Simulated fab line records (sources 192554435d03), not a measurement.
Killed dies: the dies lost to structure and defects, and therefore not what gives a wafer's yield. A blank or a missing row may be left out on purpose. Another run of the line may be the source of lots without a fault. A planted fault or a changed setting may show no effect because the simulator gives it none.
A single fault, viewed from 2 desks | flow n5-finfet | each desk has only its own numbers; what lay behind them comes last

## FOR THE TOOL OWNER'S DESK: arfi-scanner-03
The tool's own readings at N5_SD_EPI_N_EXPOSE_06 (exposes mask SD N BLK, target cd 120 nm): means of the sampled wafers that have a number, for each lot that ran on this tool. Marked OUT: a lot whose mean sits more than 4 standard deviations from the usual mean, which makes it out of limits; the brackets give that distance.
Columns: A = exposure-dose-mJ-cm2 at N5_SD_EPI_N_EXPOSE_06, usual 39.73
lot  | first seen here | A
L700 | day 3 05:45     | 39.77
L704 | day 4 11:39     | 39.77
L713 | day 6 13:26     | 39.69
L714 | day 6 18:25     | 39.77
Result from this desk: across the 4 lots, nothing is out of limits.

## AT THE METROLOGY DESK
What the gauges read for every lot (on any tool): the sampled wafers with a number, averaged. Marked OUT: a lot whose mean sits more than 4 standard deviations from the usual mean, which makes it out of limits; the brackets give that distance. 7 of its 11 readings are shown: the first one out of limits and those lying furthest out on some lot.
Columns: A = SD_N_BLK_OVL at N5_SD_EPI_N_OVL_MEAS_10, usual -0.3 nm; B = DIBL_N at N5_BEOL_M4_RC_MEAS_101, usual 36.4 mV/V; C = DIBL_P at N5_BEOL_M4_RC_MEAS_101, usual 36.6 mV/V; D = IOFF_N at N5_BEOL_M4_RC_MEAS_101, usual 0.155 nA/um; E = IOFF_P at N5_BEOL_M4_RC_MEAS_101, usual 0.211 nA/um; F = ION_N at N5_BEOL_M4_RC_MEAS_101, usual 671 uA/um; G = VT_P at N5_BEOL_M4_RC_MEAS_101, usual -250.1 mV
lot  | first seen here | A              | B    | C    | D     | E     | F   | G
L700 | day 3 05:55     | -0.6           | 36.1 | 35.9 | 0.153 | 0.207 | 672 | -250.5
L701 | day 3 16:47     | -0.4           | 36.7 | 37.6 | 0.157 | 0.249 | 670 | -246.8
L704 | day 4 11:49     | -0.4           | 34.3 | 34.1 | 0.131 | 0.210 | 659 | -249.5
L713 | day 6 13:36     | 13.1 (+17) OUT | 35.9 | 35.1 | 0.156 | 0.207 | 667 | -250.2
L714 | day 6 18:35     | 15.2 (+20) OUT | 37.1 | 37.1 | 0.160 | 0.225 | 678 | -250.1
L719 | day 8 00:23     | 0.0            | 36.7 | 37.8 | 0.162 | 0.211 | 668 | -249.6
L720 | day 8 07:38     | 0.2            | 39.1 | 40.7 | 0.204 | 0.262 | 687 | -247.6
L722 | day 8 18:16     | 1.0            | 37.5 | 37.6 | 0.163 | 0.175 | 680 | -256.7
This desk's result: L713, L714 out of limits, first on L713 (SD_N_BLK_OVL at N5_SD_EPI_N_OVL_MEAS_10), day 6 13:36. L700, L701, L704, L719, L720, L722 stayed within limits.

## PUT TOGETHER
L713, L714 would have let the metrology desk raise an alarm at day 6 13:36.
The tool owner's desk saw nothing out of limits.
Tool owner's desk: L713, L714 on record, inside its limits.
N5_SD_EPI_N_EXPOSE_06 was run on arfi-scanner-03 by each of the lots named.

## WHAT THE SIMULATOR HAD INSERTED
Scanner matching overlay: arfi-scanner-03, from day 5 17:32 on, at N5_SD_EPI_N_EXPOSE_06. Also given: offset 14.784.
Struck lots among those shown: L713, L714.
Delay in hours, fault start to first out-of-limits reading, per desk: metrology desk 20.
